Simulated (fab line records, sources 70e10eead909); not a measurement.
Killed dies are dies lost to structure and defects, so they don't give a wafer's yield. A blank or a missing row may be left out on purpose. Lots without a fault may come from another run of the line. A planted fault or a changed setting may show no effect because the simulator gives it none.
A struck lot beside a sound one | flow nand_harc | 15 steps out of a route of 1302
Sound: wafers L530.3, L530.5, L530.6. Struck: wafers L545.2, L545.4, L545.5. The cause comes at the end.
At each step with rows: each side's tool, then ch and its chambers, then its first start. Under that, the readings that differ: sound wafers | struck wafers | difference of the means | sigmas: that difference in standard deviations of wafers without a fault.
alike: readings whose means differ by less than 2 such deviations, and words and numbers that are the same on both sides. not compared: withheld readings, readings that some wafer has no value for, bounds like >300 that may hide the same value, and numbers for which the record gives no deviation and whose values overlap.
The two part at a step that has a row with sigmas, a row that says differs or no value, or rows on one side only. Numbers that don't overlap but have no deviation are shown without sigmas and don't part them. A reading that every wafer of one side lacks parts them only if that side has two wafers or more.

first, 2 steps without rows for these wafers: NHARC_P_GATE_PEB_09 (peb time 85 s); NHARC_P_GATE_DEVELOP_10 (time 70 s).
NHARC_P_GATE_CD_MEAS_11: target cd 1640 nm.
  sound on cd_sem-01 ch 0, day 4 05:29; struck on cd_sem-03 ch 0, day 10 20:16
  alike: cd_nm
then, 1 step without rows for these wafers: NHARC_P_GATE_HARDBAKE_12 (time 80 s).
NHARC_P_GATE_DESCUM_13: chemistry O2, time 3 s.
  sound on rie_diel-08 ch 0,1,2, day 4 05:41; struck on rie_diel-08 ch 0,1,3, day 10 20:25
  alike: drypump_motor_current_A, oes_product_au, rf_vpp_V, showerhead_plenum_p_Torr, throttle_valve_pct
  not compared: rf_hours_counter_h
then, 6 steps without rows for these wafers: NHARC_P_GATE_ETCH_14 (etches SiO2 in dHF, target depth 48.8 nm); NHARC_P_GATE_STRIP_15 (strips in SPM, time 780 s); NHARC_P_GATE_PRECLEAN_71 (cleans in SC1); NHARC_P_GATE_SRD_72; NHARC_P_GATE_OXIDE_16 (material SiO2, target thk 3 nm, ox time 392 s); NHARC_P_GATE_CVD_17 (deposits poly-Si, target thk 150 nm, time 900 s).
NHARC_P_GATE_HM_DEP_102: deposits aC, target thk 120 nm.
  sound on acl_dep-02 ch 0, day 4 19:05; struck on acl_dep-03 ch 0, day 11 10:37
  alike: throttle_valve_pct
NHARC_P_GATE_DEP_103: deposits SiON, target thk 30 nm.
  sound on pecvd-03 ch 0,1,2, day 4 19:34; struck on pecvd-03 ch 0,1,2, day 11 11:50
  alike: heater_power_w
then, 1 step without rows for these wafers: NHARC_P_GATE_DEHYDRATE_18 (time 120 s).
-- the record jumps here: 21 days lie between the struck wafers' starts before and after (it left off in module P_GATE and takes up again in module END, whose first step shown is number 1302 of the route) --
NHARC_END_SORT_01:
  the record has rows for the struck wafers here (prober-02 ch 0, day 32 15:39) and none for the sound ones

WHERE THEY PART
Only at NHARC_END_SORT_01, within this record.

WHY: what the simulator had put in
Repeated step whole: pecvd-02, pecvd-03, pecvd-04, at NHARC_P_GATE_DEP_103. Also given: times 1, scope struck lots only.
